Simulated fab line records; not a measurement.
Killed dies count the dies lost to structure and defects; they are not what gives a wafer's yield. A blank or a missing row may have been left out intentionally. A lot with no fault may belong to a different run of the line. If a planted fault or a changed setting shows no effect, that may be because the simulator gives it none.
Which of the tools did it? || flow nand_harc || route of 1302 steps, sampled at 1 step: 12 lots, 36 wafers

## WHAT THE GAUGES SHOWED, per wafer
NHARC_A_CHANNEL_FILL_D2_INSPECT_13.
{"lot": "L075", "measured": "day 16 12:56", "on": "defect_inspect-01", "raw_defect_count": "524 460 299"}
{"lot": "L077", "measured": "day 16 21:48", "on": "defect_inspect-02", "raw_defect_count": "441 501 277"}
{"lot": "L078", "measured": "day 17 09:08", "on": "defect_inspect-01", "raw_defect_count": "200 222 314"}
{"lot": "L081", "measured": "day 18 12:02", "on": "defect_inspect-01", "raw_defect_count": "302 338 395"}
{"lot": "L084", "measured": "day 19 19:37", "on": "defect_inspect-01", "raw_defect_count": "236 375 235"}
{"lot": "L085", "measured": "day 20 00:29", "on": "defect_inspect-02", "raw_defect_count": "457 341 283"}
{"lot": "L087", "measured": "day 20 23:35", "on": "defect_inspect-02", "raw_defect_count": "360 329 338"}
{"lot": "L089", "measured": "day 21 15:00", "on": "defect_inspect-02", "raw_defect_count": "233 375 314"}
{"lot": "L090", "measured": "day 22 02:58", "on": "defect_inspect-01", "raw_defect_count": "461 370 489"}
{"lot": "L093", "measured": "day 23 10:57", "on": "defect_inspect-02", "raw_defect_count": "423 571 590"}
{"lot": "L095", "measured": "day 24 07:07", "on": "defect_inspect-01", "raw_defect_count": "443 397 322"}
{"lot": "L097", "measured": "day 24 20:37", "on": "defect_inspect-02", "raw_defect_count": "453 390 406"}

## EACH LOT AND THE TOOL THAT RAN IT (in order: tool; ch and the chambers of the sampled wafers; start)
The record shows no process step preceding these readings.

## THE ANSWER, worked out from the rows above alone
Rule: what is usual is taken from the lots themselves. The widest of any qualifying gaps counts: lots, ordered by their means at a reading, are off when they make up no more than a third of the lots, leave a main group of 4 or more, and stand apart from it by 3 or more times the standard deviation of that group's means. The tables above print the reading to a certain number of digits; a main group whose means all agree to those digits is not used. Also off: a lot with no number at a reading for which 4 or more lots have one. All remaining lots with rows at the step are treated as sound.
No lot is off at any reading shown: from this, nothing can be told.

## WHAT THE SIMULATOR HAD INSERTED
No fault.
